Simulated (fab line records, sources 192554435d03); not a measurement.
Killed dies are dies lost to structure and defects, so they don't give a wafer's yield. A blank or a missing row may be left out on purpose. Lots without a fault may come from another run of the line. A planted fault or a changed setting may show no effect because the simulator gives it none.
fab line records | flow n5_finfet
record lots=6 wafers=16 last_day=17
route steps=1938 shown FIN_CUT@175 STI_FIN_REVEAL@183 BEOL_M4@1111 PASSIVATION@1936
lots that met no fault: from a run of the same line without faults
start_h: hours from the record's first day to the start of the lot's first wafer shown | wait_h: hours since the lot's step before | " the same as in the row above | L1.1+2: a row that stands for several wafers | - no value, or no start given | * or withheld: withheld | < > ~ a bound
route shown NAME@n: a module of which the file shows steps, and the number in the route of the first | usual: mean/standard deviation of fault-free wafers | same: alike in all rows | chamber/n: place in a boat | sites: the reading at each site | _std_site: their standard deviation | _edge_site: outer sites' mean less inner sites' | radius_mm: how far each site lies from the wafer's centre | mask NAME#n: copy n | behind: the tool/chamber that last shaped the wafer | hold: why the lot was held/for how many hours/how that ended | device: the transistor (n, p or np) that didn't switch | end of line: the same wafers' tests at the end of the route | a step without rows: its recipe alone | killed: dies lost to structure and defects at the first sort, not the wafer's yield | map: a wafer's dies, x killed, . not, _ none there
set.NAME: the setting as run; set.NAME@STEP: as run at that earlier step | model.NAME: the simulator's own value behind a step, which no gauge read
lots at some steps of the route; a table a step, a row a wafer
services: from which hour (start_h, from the record's first day; less than 0 if before it) a tool's chamber was out of use, for how many hours, and why
## steps
# step N5_FIN_CUT_PRECLEAN_35
# recipe time_s=13.3 temp_c=45 pressure_torr=125 p_hf_torr=3 p_coreactant_torr=25 chemistry=vHF
# step N5_FIN_CUT_CUT_ETCH_15
# recipe chemistry=HBr/Cl2/O2 target=Si target_depth_a=1000 bt_time_s=10 mask_material=SOC time_s=42.4 ion_energy_ev=* bias_w=* pressure_mtorr=10 icp_w=800 HBr_flow_sccm=150 Cl2_flow_sccm=80 O2_flow_sccm=12
# step N5_FIN_CUT_CUT_ETCH_28
# recipe chemistry=HBr/Cl2/O2 target=Si target_depth_a=60 mask_material=SOC time_s=2.4 ion_energy_ev=* bias_w=* pressure_mtorr=10 icp_w=800 HBr_flow_sccm=150 Cl2_flow_sccm=80 O2_flow_sccm=12
# usual HBr_flow_sccm=149.9/0.46 drypump_motor_current_A=5.8/0.46 oes_product_au=0.996/0.012 throttle_valve_pct=37.4/0.56
# columns lot.wafer tool chamber start_h wait_h HBr_flow_sccm drypump_motor_current_A oes_product_au rf_hours_counter_h throttle_valve_pct
L404.1 rie_si-02 1 27.10 0.0 150.2 5.3 1.001 33 37.6
L404.2 " 3 " " 149.6 6.6 0.978 120 37.8
L404.5 " 2 " " 149.8 6.0 1.000 - 36.9
L409.2 rie_si-03 3 57.22 0.0 149.9 5.0 0.993 3 36.5
L409.3 " 1 " " 149.2 5.8 0.992 140 36.7
L409.5 " 2 " " 149.5 6.2 1.000 - 38.3
L417.4 rie_si-04 2 107.65 0.0 150.2 5.4 0.984 38 38.3
L417.6 " 1 " " 149.6 6.1 0.995 - 37.6
L418.3 rie_si-04 2 115.56 0.0 149.8 5.4 0.986 38 38.3
L418.6 " 2 " " 149.4 5.4 0.976 - 38.3
L425.1 rie_si-02 0 153.55 0.0 150.1 5.5 1.017 31 37.1
L425.3 " 3 " " 148.5 6.6 0.989 122 37.8
L425.4 " 2 " " 150.4 6.0 1.000 56 36.9
L426.1 rie_si-04 2 160.01 0.0 150.1 5.4 0.977 39 38.3
L426.2 " 0 " " 150.0 6.3 1.003 168 37.1
L426.4 " 1 " " 149.4 6.1 1.007 73 37.6
# step N5_FIN_CUT_STRIP_22
# recipe chemistry=N2/H2 power_w=500 temp_c=40 pressure_mtorr=50 rf_frequency_hz=6e+07 overash_fraction=0.3 bias_power_w=8 h2_frac=0.5 n2_flow_sccm=300 h2_flow_sccm=300
# usual drypump_motor_current_A=5.6/0.38 oes_product_au=0.79/0.09 rf_vpp_V=53.8/2.2 showerhead_plenum_p_Torr=3.33/0.079 throttle_valve_pct=19.2/0.53
# columns lot.wafer tool chamber start_h wait_h drypump_motor_current_A oes_product_au rf_hours_counter_h rf_vpp_V showerhead_plenum_p_Torr throttle_valve_pct
L404.1 rie_diel-06 1 27.17 0.0 5.7 0.79 130 53.4 3.37 18.9
L404.2 " 2 " " 6.0 0.73 178 54.2 3.34 18.7
L404.5 " 2 " " 6.0 0.72 - 52.5 3.33 18.8
L409.2 rie_diel-03 1 57.29 0.0 5.4 0.71 239 55.7 3.16 19.2
L409.3 " 0 " " 5.1 0.75 159 52.6 3.38 19.1
L409.5 " 1 " " 5.4 0.70 - 57.0 3.16 19.2
L417.4 rie_diel-04 2 107.72 0.0 5.7 0.71 208 55.9 3.22 20.0
L417.6 " 1 " " 5.2 0.76 - 56.5 3.33 18.8
L418.3 rie_diel-04 1 115.62 0.0 5.2 0.75 183 52.8 3.33 18.8
L418.6 " 1 " " 5.3 0.75 - 58.3 3.33 18.8
L425.1 rie_diel-03 0 153.72 0.2 5.1 0.73 187 53.4 3.36 19.1
L425.3 " 3 " " 6.3 0.92 39 50.9 3.46 20.3
L425.4 " 1 " " 5.4 0.90 9 54.8 3.56 18.9
L426.1 rie_diel-03 3 160.08 0.0 6.4 0.92 41 53.8 3.46 20.4
L426.2 " 0 " " 5.1 0.72 188 55.0 3.36 19.1
L426.4 " 1 " " 5.4 0.91 11 55.2 3.55 18.9
# step N5_FIN_CUT_PRECLEAN_36
# recipe chemistry=O3/DIW time_s=60 temp_c=22 o3_ppm=10
# step N5_FIN_CUT_SRD_32
# recipe dry=ipa_marangoni time_s=30 temp_c=23 rinse_liquid=diw
# step N5_FIN_CUT_UV_OZONE_34
# recipe time_s=120 pressure_torr=760 temp_c=25
# step N5_FIN_CUT_INSPECT_17
# recipe inspect_instrument=brightfield mode=aei
# usual raw_defect_count=227/71
# columns lot.wafer tool chamber start_h wait_h raw_defect_count
L404.1 defect_inspect-01 - 27.33 0.0 161
L404.2 " - " " 212
L404.5 " - " " 112
L409.2 defect_inspect-02 - 57.45 0.0 193
L409.3 " - " " 168
L409.5 " - " " 161
L417.4 defect_inspect-02 - 107.88 0.0 245
L417.6 " - " " 246
L418.3 defect_inspect-01 - 115.78 0.0 256
L418.6 " - " " 315
L425.1 defect_inspect-01 - 153.88 0.0 256
L425.3 " - " " 341
L425.4 " - " " 263
L426.1 defect_inspect-01 - 160.24 0.0 248
L426.2 " - " " 291
L426.4 " - " " 161
# step N5_STI_FIN_REVEAL_ALD_00
# recipe material=SiO2 target_thk_a=10 temp_c=300 ald_precursor_family=BDEAS ald_co_reactant=O2-plasma pulse_time_s=1 pressure_torr=2
# usual heater_power_w=467/39 precursor_pulse_height_rel=1.002/0.02
# columns lot.wafer tool chamber start_h wait_h heater_power_w precursor_pulse_height_rel
L404.1 ald_sin-01 0 27.36 0.0 532 1.009
L404.2 " 1 " " 471 1.001
L404.5 " 0 " " 535 0.969
L409.2 ald_sin-01 3 57.48 0.0 446 0.973
L409.3 " 1 " " 476 1.003
L409.5 " 0 " " 515 0.985
L417.4 ald_sin-01 1 107.92 0.0 477 0.999
L417.6 " 3 " " 451 0.984
L418.3 ald_sin-02 2 118.19 2.4 485 1.024
L418.6 " 0 " " 414 1.015
L425.1 ald_sin-01 3 153.92 0.0 441 1.030
L425.3 " 2 " " 483 1.029
L425.4 " 1 " " 482 1.023
L426.1 ald_sin-01 3 160.28 0.0 446 0.983
L426.2 " 2 " " 468 1.003
L426.4 " 0 " " 525 0.967
# step N5_STI_FIN_REVEAL_ALD_14
# recipe material=Si3N4 target_thk_a=30 temp_c=400 ald_precursor_family=SiH2I2 ald_co_reactant=N2/H2-plasma pressure_torr=2
# usual heater_power_w=835/69
# columns lot.wafer tool chamber start_h wait_h heater_power_w
L404.1 ald_sin-01 0 27.41 0.0 933
L404.2 " 1 " " 858
L404.5 " 0 " " 927
L409.2 ald_sin-01 3 57.53 0.0 802
L409.3 " 1 " " 877
L409.5 " 0 " " 939
L417.4 ald_sin-01 1 107.97 0.0 859
L417.6 " 3 " " 803
L418.3 ald_sin-02 2 118.24 0.0 867
L418.6 " 0 " " 763
L425.1 ald_sin-01 3 153.97 0.0 792
L425.3 " 2 " " 846
L425.4 " 1 " " 873
L426.1 ald_sin-01 3 160.33 0.0 779
L426.2 " 2 " " 848
L426.4 " 0 " " 951
# step N5_STI_FIN_REVEAL_FCVD_FILL_01
# recipe material=SiO2_flowable target_thk_a=3120 temp_c=100 pressure_torr=0.8 rf_w=2000 time_s=512.2
# step N5_STI_FIN_REVEAL_DENSIFY_02
# recipe temp_c=650 ambient=steam time_s=1800 idle_temp_c=400 densification_p_h2o_torr=640
# step N5_STI_FIN_REVEAL_CMP_04
# recipe stop_on=Si3N4 t_overpolish_s=4 down_force_psi=2 platen_rpm=54.18 post_cmp_clean=alkaline_brush pad_velocity_m_s=1.078 target_thk_nm=131.83
# usual motor_current_A=8.2/0.99 overpolish_run_s=4.001/0.0086 time_to_endpoint_s=104/6.2
# columns lot.wafer tool chamber start_h wait_h motor_current_A overpolish_run_s time_to_endpoint_s
L404.2 cmp-03 0 32.54 0.1 10.0 3.988 108
L404.1 " 1 " " 7.7 4.008 108
L404.5 " 3 " " 7.5 4.003 109
L409.2 cmp-02 2 62.61 0.1 8.2 4.001 110
L409.3 " 3 " " 8.9 4.002 121
L409.5 " 2 " " 8.1 4.004 110
L417.4 cmp-02 3 113.02 0.0 7.9 4.009 104
L417.6 " 0 " " 8.8 4.002 55
L418.3 cmp-02 2 123.28 0.0 8.3 4.005 54
L418.6 " 3 " " 8.0 3.993 61
L425.1 cmp-01 2 159.01 0.0 6.6 3.989 95
L425.3 " 3 " " 7.0 4.001 105
L425.4 " 1 " " 8.4 3.990 102
L426.4 cmp-01 3 165.38 0.0 6.6 3.999 111
L426.1 " 1 " " 9.2 4.001 103
L426.2 " 2 " " 6.4 4.009 101
# step N5_STI_FIN_REVEAL_THK_MEAS_05
# usual thk_nm=132.1/1.1
# columns lot.wafer tool chamber start_h wait_h thk_nm
L404.1 film_metro-01 - 32.76 - 132.0
L404.2 " - " " 132.1
L404.5 " - " " 131.3
L409.2 film_metro-01 - 62.87 - 130.6
L409.3 " - " " 132.6
L409.5 " - " " 131.5
L417.4 film_metro-02 - 113.32 - 132.1
L417.6 " - " " 129.0
L418.3 film_metro-01 - 123.58 - 126.6
L418.6 " - " " 127.8
L425.1 film_metro-01 - 159.30 - 131.9
L425.3 " - " " 133.9
L425.4 " - " " 132.1
L426.1 film_metro-02 - 165.67 - 131.4
L426.2 " - " " 131.7
L426.4 " - " " 133.2
# step N5_STI_FIN_REVEAL_DENSIFY_30
# recipe temp_c=* time_s=* ambient=N2 idle_temp_c=600 ramp_up_c_per_s=150 ramp_down_c_per_s=60 cool_to_c=600
# usual lamp_power_pct=11.53/0.052 lamp_zone_5_pct=11.537/0.021 lamp_zone_6_pct=11.454/0.019 wafer_temp_C_max=*
# columns lot.wafer tool chamber start_h wait_h lamp_power_pct lamp_zone_5_pct lamp_zone_6_pct wafer_temp_C_max
L404.1 rtp_anneal-02 0 32.79 0.0 11.50 11.559 11.449 *
L404.2 " 0 " " 11.55 11.522 11.460 *
L404.5 " 0 " " 11.56 11.553 11.450 *
L409.2 rtp_anneal-02 0 63.12 0.3 11.52 11.526 11.425 *
L409.3 " 0 " " 11.57 11.521 11.457 *
L409.5 " 0 " " 11.55 11.558 11.432 *
L417.4 rtp_anneal-02 0 113.43 0.1 11.55 11.578 11.456 *
L417.6 " 0 " " 11.56 11.537 11.459 *
L418.3 rtp_anneal-01 0 123.67 0.1 11.55 11.514 11.475 *
L418.6 " 0 " " 11.49 11.523 11.453 *
L425.1 rtp_anneal-02 0 159.33 0.0 11.60 11.519 11.479 *
L425.3 " 0 " " 11.54 11.568 11.470 *
L425.4 " 0 " " 11.48 11.556 11.448 *
L426.1 rtp_anneal-02 0 165.70 0.0 11.56 11.556 11.470 *
L426.2 " 0 " " 11.59 11.563 11.453 *
L426.4 " 0 " " 11.51 11.531 11.470 *
# step N5_BEOL_M4_RC_MEAS_101
# usual DIBL_N=36.0/2.5 DIBL_P=36.2/3 IOFF_N=0.16/0.044 IOFF_P=0.21/0.049 ION_N=671/15 ION_P=461/8.7 SS_N=71.5/0.72 SS_P=73.4/0.9 VT_N=251/4.4 VT_P=-250/4
# columns lot.wafer tool chamber start_h wait_h DIBL_N[mV/V] DIBL_P[mV/V] IOFF_N[nA/um] IOFF_P[nA/um] ION_N[uA/um] ION_P[uA/um] SS_N[mV/dec] SS_P[mV/dec] VT_N[mV] VT_P[mV]
L404.1 prober-01 0 180.05 0.0 36.4 36.1 0.16 0.24 668 463 71.9 73.5 251 -245
L404.2 " 0 " " 34.6 33.4 0.13 0.19 667 458 71.3 72.1 254 -247
L404.5 " 0 " " 36.0 35.2 0.15 0.22 665 460 71.6 72.7 250 -245
L409.2 prober-02 0 215.42 0.2 37.3 37.8 0.17 0.23 682 467 71.5 73.6 248 -250
L409.3 " 0 " " 35.3 35.8 0.13 0.19 675 467 71.4 73.0 250 -253
L409.5 " 0 " " 38.8 38.8 0.21 0.24 697 474 72.1 74.2 245 -247
L417.4 prober-01 0 258.87 0.5 33.8 33.6 0.12 0.17 651 452 71.5 72.2 254 -249
L417.6 " 0 " " 33.8 34.5 0.12 0.19 663 460 71.3 73.1 255 -251
L418.3 prober-01 0 276.99 0.3 37.0 38.0 0.18 0.21 679 460 71.5 74.1 246 -252
L418.6 " 0 " " 34.7 34.5 0.12 0.16 667 456 71.2 72.4 253 -253
L426.1 prober-01 0 308.34 0.0 39.0 39.1 0.20 0.29 666 460 72.7 74.2 248 -248
L426.2 " 0 " " 35.8 35.5 0.15 0.20 658 457 71.9 72.7 252 -250
L426.4 " 0 " " 35.1 34.9 0.14 0.19 684 470 70.8 73.6 250 -250
L425.1 prober-01 0 309.27 0.4 36.4 36.8 0.18 0.27 693 481 71.3 72.0 243 -242
L425.3 " 0 " " 37.4 36.8 0.19 0.25 678 468 70.8 73.8 246 -246
L425.4 " 0 " " 36.1 34.6 0.15 0.20 666 458 71.4 72.9 250 -251
# step N5_PASSIVATION_PROBE_49
# usual defect_limited_yield=91.7/1.4 killed_at_M0_to_M3=31/11 killed_at_M4_up=13/4.6 killed_at_contacts=13/6.7 killed_at_front_end=39/9.6 killed_at_other=3.5/2.8 killed_dies=98/16 killed_open=64/11 killed_short=33/8.5 sort_bin_5_function=4.9/0.96 sort_bin_6_memory=3.1/0.59 sort_n_pass=1080/23 sort_yield_pct=91.5/1.9
# same gross_dies=1180 killed_at_back_side=0 sort_bin_4_leakage[%]=0 sort_bin_8_speed[%]=0
# columns lot.wafer tool chamber start_h wait_h defect_limited_yield[%] killed_at_M0_to_M3 killed_at_M4_up killed_at_contacts killed_at_front_end killed_at_other killed_dies killed_open killed_short sort_bin_5_function[%] sort_bin_6_memory[%] sort_n_pass sort_yield_pct[%]
L409.2 prober-02 - 326.53 0.8 91.2 22 18 10 50 4 104 67 37 4.6 3.7 1076 91.2
L409.3 prober-02 - 326.58 0.9 92.5 29 11 2 46 0 88 53 34 4.2 2.9 1092 92.5
L409.5 prober-02 - 326.68 1.0 93.8 16 23 8 26 0 73 52 20 3.2 2.5 1107 93.8
L417.4 prober-01 - 351.94 0.2 90.3 40 9 15 46 5 115 83 31 6.6 2.7 1065 90.3
L417.6 prober-01 - 352.04 0.3 90.2 35 7 17 52 5 116 74 42 6.1 3.4 1064 90.2
L418.3 prober-01 - 378.04 0.1 92.5 33 13 12 26 5 89 60 29 5.2 2.2 1091 92.5
L418.6 prober-01 - 378.19 0.3 93.1 19 10 16 31 5 81 47 34 3.7 2.8 1099 93.1
L425.1 prober-01 - 414.07 0.0 90.6 45 7 11 44 4 111 66 44 5.4 3.7 1069 90.6
L425.3 prober-01 - 414.17 0.1 89.4 54 18 18 32 3 125 80 44 6.3 3.9 1055 89.4
L425.4 prober-01 - 414.22 0.2 90.3 48 5 7 54 0 114 71 42 5.1 4.2 1066 90.3
# killed by level:class
L409.2 STI_FIN_REVEAL:geometric_particle:open=18 MOL_CONTACT_COAG:geometric_particle:open=7 FIN_SAQP:geometric_particle:short=6 BEOL_M1:geometric_particle:open=6 FIN_SAQP:geometric_particle:open=4 BEOL_M0_SAQP:geometric_particle:open=4 BEOL_M4:geometric_particle:open=4 STARTING-WAFER:geometric_particle:short=4
L409.3 STI_FIN_REVEAL:geometric_particle:open=19 BEOL_M0_SAQP:geometric_particle:open=6 BEOL_M0:geometric_particle:short=5 STARTING-WAFER:geometric_particle:open=5 FIN_SAQP:geometric_particle:open=4 STI_FIN_REVEAL:geometric_particle:short=4 BEOL_M0_SAQP:geometric_particle:short=4 FIN_SAQP:geometric_particle:short=3
L409.5 BEOL_M4:geometric_particle:open=12 STI_FIN_REVEAL:geometric_particle:open=6 MOL_CONTACT_COAG:geometric_particle:open=6 BEOL_M5:geometric_particle:open=5 FIN_SAQP:geometric_particle:short=4 BEOL_M0:geometric_particle:open=4 STARTING-WAFER:geometric_particle:open=4 ILD0:geometric_particle:short=3
L417.4 BEOL_M3:geometric_particle:open=13 MOL_CONTACT_COAG:geometric_particle:open=12 STI_FIN_REVEAL:geometric_particle:open=10 BEOL_M0_SAQP:geometric_particle:open=9 BEOL_M2:geometric_particle:open=9 FIN_SAQP:geometric_particle:short=6 BEOL_M0_SAQP:geometric_particle:short=6 FIN_SAQP:geometric_particle:open=5
L417.6 BEOL_M3:geometric_particle:open=13 STI_FIN_REVEAL:geometric_particle:open=12 MOL_CONTACT_COAG:geometric_particle:open=12 DUMMY_GATE:geometric_particle:open=9 BEOL_M0_SAQP:geometric_particle:short=8 GATE_CUT:geometric_particle:short=8 BEOL_M0_SAQP:geometric_particle:open=6 MOL_CONTACT_COAG:geometric_particle:short=5
L418.3 BEOL_M2:geometric_particle:open=12 MOL_CONTACT_COAG:geometric_particle:open=10 BEOL_M4:geometric_particle:open=8 FIN_SAQP:geometric_particle:short=5 BEOL_M0_SAQP:geometric_particle:open=5 BEOL_M1:geometric_particle:open=5 STI_FIN_REVEAL:geometric_particle:open=4 FIN_SAQP:geometric_particle:open=3
L418.6 MOL_CONTACT_COAG:geometric_particle:open=11 DUMMY_GATE:geometric_particle:open=6 MOL_CONTACT_COAG:geometric_particle:short=5 BEOL_M3:geometric_particle:short=5 FIN_SAQP:geometric_particle:open=4 FIN_SAQP:geometric_particle:short=4 GATE_CUT:geometric_particle:short=4 STI_FIN_REVEAL:geometric_particle:open=3
L425.1 BEOL_M3:geometric_particle:open=16 FIN_SAQP:geometric_particle:short=15 FIN_SAQP:geometric_particle:open=10 BEOL_M0_SAQP:geometric_particle:short=10 BEOL_M0_SAQP:geometric_particle:open=8 MOL_CONTACT_COAG:geometric_particle:short=6 MOL_CONTACT_COAG:geometric_particle:open=5 STI_FIN_REVEAL:geometric_particle:open=4
L425.3 BEOL_M1:geometric_particle:open=22 MOL_CONTACT_COAG:geometric_particle:open=16 BEOL_M0_SAQP:geometric_particle:short=16 FIN_SAQP:geometric_particle:open=8 FIN_SAQP:geometric_particle:short=8 STI_FIN_REVEAL:geometric_particle:open=4 BEOL_M0_SAQP:geometric_particle:open=4 BEOL_M1:geometric_particle:short=4
L425.4 FIN_SAQP:geometric_particle:open=16 BEOL_M0_SAQP:geometric_particle:short=15 BEOL_M0_SAQP:geometric_particle:open=14 STI_FIN_REVEAL:geometric_particle:open=9 BEOL_M1:geometric_particle:open=8 FIN_SAQP:geometric_particle:short=7 BEOL_M3:geometric_particle:open=5 DUMMY_GATE:geometric_particle:open=4
## services
# columns tool chamber start_h hours kind
ald_sin-01 1 5.12 3.7 repair
cmp-02 - 5.23 9.6 repair
rie_diel-04 - 7.01 0.3 repair
ald_sin-02 2 7.28 3.8 repair
cmp-01 - 8.82 2.5 repair
cmp-02 - 17.71 16.2 repair
cmp-03 - 19.00 1.2 repair
cmp-02 - 35.21 0.3 repair
ald_sin-01 2 38.54 3.2 repair
ald_sin-01 1 40.54 4.0 repair
cmp-01 - 58.60 0.4 repair
cmp-02 - 68.77 4.0 pm
rie_si-04 - 86.33 0.3 repair
rie_diel-06 - 86.87 0.4 repair
ald_sin-01 1 99.03 2.6 repair
ald_sin-02 - 100.09 5.0 repair
rie_si-02 0 119.99 15.0 repair
ald_sin-01 2 127.67 1.4 repair
cmp-01 - 129.25 7.7 pm
cmp-03 - 131.93 4.0 pm
rie_diel-03 1 146.18 2.5 repair
rie_si-04 - 153.37 1.1 repair
rie_si-04 - 154.56 2.8 pm
rie_diel-03 - 159.37 0.7 repair
## key
first_sign step=N5_STI_FIN_REVEAL_CMP_04 reading=time_to_endpoint_s direction=down sigmas=7.7 usual=* struck=*
effect step=N5_STI_FIN_REVEAL_THK_MEAS_05 reading=thk_nm direction=down sigmas=3.8 usual=* struck=*
met_at N5_STI_FIN_REVEAL_CMP_04
struck_wafers L417.6,L418.3,L418.6
onset_between 62.61 113.02
fault kind=process_parameter_drift tool=cmp-02 chamber=- onset_h=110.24 steps=N5_STI_FIN_REVEAL_CMP_04 channel=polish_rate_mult offset=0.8 shape=step end_h=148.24 scope=struck_wafers_only
